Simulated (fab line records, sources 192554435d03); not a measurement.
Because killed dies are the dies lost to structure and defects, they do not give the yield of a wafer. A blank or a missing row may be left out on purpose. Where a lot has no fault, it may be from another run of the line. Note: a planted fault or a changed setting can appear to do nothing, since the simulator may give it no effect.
Chamber matching -- flow n5_finfet -- rie_diel-04 running N5_BEOL_M4_STRIP_66: 4 sister chambers
The step strips in CF4. 16 wafers are shown with their chamber, then 8 later ones without.

## EACH WAFER AND ITS CHAMBER
wafer,chamber,drypump_motor_current_A (A),showerhead_plenum_p_Torr (Torr),oes_product_au (a.u.)
L074.2,2,5.46,1.86,0.70
L074.3,0,6.20,1.83,0.86
L074.4,1,5.43,1.79,0.70
L077.3,3,6.15,1.71,0.78
L077.4,1,5.41,1.78,0.69
L077.6,1,5.39,1.78,0.69
L082.1,3,6.16,1.71,0.78
L082.3,2,5.44,1.85,0.69
L082.5,1,5.41,1.78,0.69
L084.3,2,5.47,1.85,0.68
L084.4,3,6.14,1.71,0.77
L084.5,0,6.21,1.82,0.83
L086.2,3,6.16,1.71,0.77
L086.5,3,6.14,1.71,0.77
L086.6,0,6.21,1.82,0.83
L090.3,1,5.45,1.78,0.68

SIGNATURES, as means of the wafers listed above
reading,chamber 0,chamber 1,chamber 2,chamber 3,scatter within a chamber
drypump_motor_current_A,6.2067,5.4180,5.4567,6.1500,0.0158
showerhead_plenum_p_Torr,1.8233,1.7820,1.8533,1.7100,0.00422
oes_product_au,0.8400,0.6900,0.6900,0.7740,0.00966
Rule: distance of a wafer from a chamber = root of the sum over the readings of ((wafer's reading minus chamber's mean) / reading's scatter) squared. The wafer belongs to the nearest chamber; if the next one is less than 2 further off, it can't be placed. How the scatter is found: for the shown wafers, subtract from each reading the mean of its chamber, square and add these, divide the total by (wafers less chambers), then take the root.

## WAFERS WITHOUT THEIR CHAMBER
wafer,drypump_motor_current_A (A),showerhead_plenum_p_Torr (Torr),oes_product_au (a.u.)
L090.5,5.43,1.85,0.68
L090.6,5.46,1.78,0.68
L095.1,5.44,1.78,0.68
L095.4,6.21,1.82,0.81
L095.5,5.41,1.78,0.68
L094.1,5.43,1.84,0.67
L094.2,5.41,1.78,0.67
L094.4,5.46,1.84,0.68

## THE CHAMBER EACH PASSED THROUGH
wafer,from the rows above,in truth
L090.5,2,2
L090.6,1,1
L095.1,1,1
L095.4,0,0
L095.5,1,1
L094.1,2,2
L094.2,1,1
L094.4,2,2
8 of 8 placed correctly. Not placeable from these rows: 0. Placed wrongly: 0.
